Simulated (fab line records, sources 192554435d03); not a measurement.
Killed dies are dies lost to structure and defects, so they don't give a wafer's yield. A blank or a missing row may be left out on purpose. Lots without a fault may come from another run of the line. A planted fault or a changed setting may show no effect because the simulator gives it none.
Chamber matching | flow n5_finfet | N5_BEOL_M6_ETCH_66 on rie_diel-03: 4 sister chambers
The step etches SOC in N2/H2, target depth 80 nm, overetch 16 nm, time 120 s. 8 wafers are shown with their chamber, then 7 later ones without.

WAFERS WITH THEIR CHAMBER
wafer  | chamber | drypump_motor_current_A (A) | throttle_valve_pct (%)
L767.6 | 3       | 6.2                         | 17.86
L768.5 | 1       | 6.7                         | 17.53
L783.2 | 2       | 5.8                         | 18.11
L783.5 | 1       | 6.7                         | 17.55
L784.5 | 0       | 6.4                         | 17.58
L784.6 | 3       | 6.1                         | 17.92
L787.2 | 0       | 6.4                         | 17.60
L787.5 | 2       | 5.8                         | 18.15

WAFERS WITHOUT THEIR CHAMBER
wafer  | drypump_motor_current_A (A) | throttle_valve_pct (%)
L787.6 | 6.7                         | 17.59
L788.1 | 5.8                         | 18.14
L788.3 | 6.7                         | 17.60
L788.4 | 6.4                         | 17.60
L789.2 | 6.4                         | 17.62
L789.3 | 6.7                         | 17.61
L789.5 | 6.1                         | 17.97

WHICH CHAMBER EACH WENT THROUGH
wafer  | from the rows above | in truth
L787.6 | 1                   | 1
L788.1 | 2                   | 2
L788.3 | 1                   | 1
L788.4 | 0                   | 0
L789.2 | 0                   | 0
L789.3 | 1                   | 1
L789.5 | 3                   | 3
Placed correctly: 7 of 7. Can't be placed from these rows: 0. Placed wrongly: 0.
How it was worked out, from the rows above alone: a wafer's distance from a chamber is the root of the sum, over the readings, of the square of ((its reading less the chamber's mean) divided by the reading's scatter). The wafer belongs to the nearest chamber; if the next one is less than 2 further off, it can't be placed. A chamber's mean is the mean of its shown wafers. The scatter: the root of (the sum of the squares of (reading less its chamber's mean) over the shown wafers, divided by (wafers less chambers)).
